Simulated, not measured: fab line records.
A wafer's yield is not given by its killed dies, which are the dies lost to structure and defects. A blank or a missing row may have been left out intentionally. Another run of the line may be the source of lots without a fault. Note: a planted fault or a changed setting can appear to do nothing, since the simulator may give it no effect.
A struck lot beside a sound one + flow n5Finfet + 13 out of 1938 route steps
Sound: these wafers, L887.1, L887.2, L887.6. Wafers L877.1, L877.4, L877.5 were the ones struck. The cause is named last.
Order at every step that has rows: each side's tool, ch and its chambers, its first start. Under that, the readings that differ: sound wafers + struck wafers + difference of the means + sigmas: that difference in standard deviations of wafers without a fault.
alike: same words and numbers on both sides, and readings whose means sit less than 2 such deviations apart. not compared: any withheld reading, any reading some wafer has no value for, any bound like >300 that may hide the same value, and any number with overlapping values for which the record gives no deviation.
Wherever a step has rows on one side only, a row that says differs or no value, or a row with sigmas, the two part there. Numbers that have no deviation but don't overlap get no sigmas and don't part them. A reading missing from all wafers of one side parts the sides only when that side holds two or more wafers.

first, 9 steps without rows for these wafers: N5_BEOL_M3_EBR_24; N5_BEOL_M3_SOFTBAKE_23 (time 60 s); N5_BEOL_M3_EXPOSE_25 (exposes mask V2, defocus 5 nm); N5_BEOL_M3_PEB_26 (peb time 60 s); N5_BEOL_M3_DEVELOP_27 (develop time 30 s); N5_BEOL_M3_DESCUM_33 (chemistry O2, time 7 s); N5_BEOL_M3_ETCH_77 (etches underlayer in N2/H2, target depth 6.5 nm, time 5.2 s); N5_BEOL_M3_ETCH_69 (etches SiARC in CF4, target depth 15.6 nm, time 26 s); N5_BEOL_M3_ALD_98 (deposits SiO2, target thk 2.5 nm, pulse time 1 s, co reactant pulse time 1 s).
N5_BEOL_M3_ETCHBACK_99: etches SiO2 in CHF3, target depth 5 nm, time 10.4 s.
  sound on rieDiel-03 ch 0,3, day 13 03:29; struck on rieDiel-04 ch 2,3, day 11 04:11
  no value came back on the struck wafers for any of 8 readings (CHF3_flow_sccm (sccm), biasW (W) and others); on the sound wafers CHF3_flow_sccm (sccm) reads 12.00 12.03 12.06
  not compared: rfHoursCounterH
then, 1 step without rows for these wafers: N5_BEOL_M3_ETCH_70 (etches SOC in N2/H2, target depth 80 nm, overetch 16 nm, time 120 s).
N5_BEOL_M4_RC_MEAS_101:
  the record has rows for the sound wafers here (prober-02 ch 0, day 13 19:26) and none for the struck ones
-- record jumps: 5 days separate the struck wafers' starts on either side; left off in module BEOL_M4, taken up again in module PASSIVATION, whose first shown step is the route's number 1936 --
N5_PASSIVATION_PROBE_49:
  rows exist in the record for the struck wafers here (prober-02, day 16 04:32), but not for the sound ones

## WHERE THEY PART
At N5_BEOL_M3_ETCHBACK_99 first; at N5_PASSIVATION_PROBE_49 last (within this record only).

WHY: what the simulator had put in
Beginning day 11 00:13, the whole step at N5_BEOL_M3_ETCHBACK_99 was skipped on rieDiel-04. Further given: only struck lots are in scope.
